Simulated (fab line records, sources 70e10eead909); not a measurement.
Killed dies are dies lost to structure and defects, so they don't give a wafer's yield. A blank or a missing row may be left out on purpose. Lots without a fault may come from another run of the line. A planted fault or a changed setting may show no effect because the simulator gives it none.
Problem report in the 8D (eight disciplines) form, filled by code | flow nand_harc | the parts of the form that need people (team, actions taken, sign-off) are left out

1. THE PROBLEM
thk_nm at NHARC_A_ONON_D1_THK_MEAS_24 reads a mean of 1308 nm on 1 wafer of 1 lot; wafers without a fault read 1000 nm with a standard deviation of 12. That is +26 standard deviations from the usual mean.
The step: measures by ellipsometry.
First seen on wafer L534.2, day 12 15:07, on film_metro-01. The record holds 39 wafers of 13 lots with a number at this step. Rule for "out", or "out of limits": more than 4 standard deviations from the usual mean. The other wafers with a number count as sound.

2. WHAT IT IS AND WHAT IT IS NOT
question                    | is                | is not
which readings at this step | thk_nm            | -
which lots                  | L534              | L525, L526, L528, L531, L539, L541, L542, L543, L544, L545, L546, L547
which wafers of those lots  | L534.2            | L534.1, L534.6
read on which gauges        | film_metro-01     | film_metro-02
when                        | from day 12 15:07 | up to then (14 sound wafers); but 24 sound wafers of L539, L541, L542, L543, L544, L545, L546, L547 came after

3. SUSPECTS, AND WHAT RULES EACH OUT
Counting: a tool at a process step up to the reading stays a suspect if it ran every lot that is out. Sound lots after the first of them don't rule it out here, since some wafers of a struck lot are sound.
- the gauge at NHARC_A_ONON_D1_THK_MEAS_24: ruled out. All the wafers that are out were read on film_metro-01, but those of them that NHARC_END_SORT_01 has rows for are out there too, on other tools.
- rie_diel-06 at NHARC_P_BONDPAD_ACTIVATE_29 (chemistry N2, time 60 s): kept. It ran the lot that is out, L534 (day 11 04:27); its last sound lot up to then is L528 (day 8 11:11).
- rtp_anneal-02 at NHARC_A_ZERO_WELL_RTA_16 (time 10 s): kept. It ran the lot that is out, L534 (day 11 06:51); its last sound lot up to then is L526 (day 7 12:53).
- pecvd_onon-02 at NHARC_A_ONON_D1_DEP_22 (target thk 1000 nm): kept. It ran the lot that is out, L534 (day 12 14:36).
- Within rie_diel-06 at NHARC_P_BONDPAD_ACTIVATE_29: the wafers that are out ran in chamber 0; their sound lot-mates ran in chamber 1.
Left after counting: rie_diel-06 at NHARC_P_BONDPAD_ACTIVATE_29, rtp_anneal-02 at NHARC_A_ZERO_WELL_RTA_16, pecvd_onon-02 at NHARC_A_ONON_D1_DEP_22.

4. THE CAUSE (what the simulator had put in)
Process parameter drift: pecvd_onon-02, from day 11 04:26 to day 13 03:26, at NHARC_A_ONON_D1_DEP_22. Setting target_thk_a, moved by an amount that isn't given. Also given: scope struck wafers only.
Counting left 3 suspects, and this tool is among them.

5. THE CHAIN OF EFFECTS, in route order
Each row: a reading whose mean over the struck wafers that have a number lies more than 3 standard deviations from the usual. Only readings for which the record gives a usual standard deviation are gone through. hours: the time from each lot's start at the first step in this table that gives one to its start at this step, as a median over the lots. sigmas: the change in usual standard deviations.
hours | step                        | reading         | usual   | on struck wafers | change | sigmas
0     | NHARC_A_ONON_D1_THK_MEAS_24 | thk_nm          | 1000 nm | 1308             | +308   | +26
397   | NHARC_END_SORT_01           | killed_at_array | 56      | 671              | +615   | +36
397   | NHARC_END_SORT_01           | killed_dies     | 61      | 677              | +616   | +38

6. WHAT WOULD HAVE CAUGHT IT SOONER
In this record the first reading out of limits at a measuring or inspecting step was taken at day 12 15:07, 35 hours after the fault began at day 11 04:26.
All the lots that are out (1) had begun NHARC_A_ONON_D1_DEP_22 on pecvd_onon-02 by day 12 15:07. A hold on the tool at that time would have spared none of them.
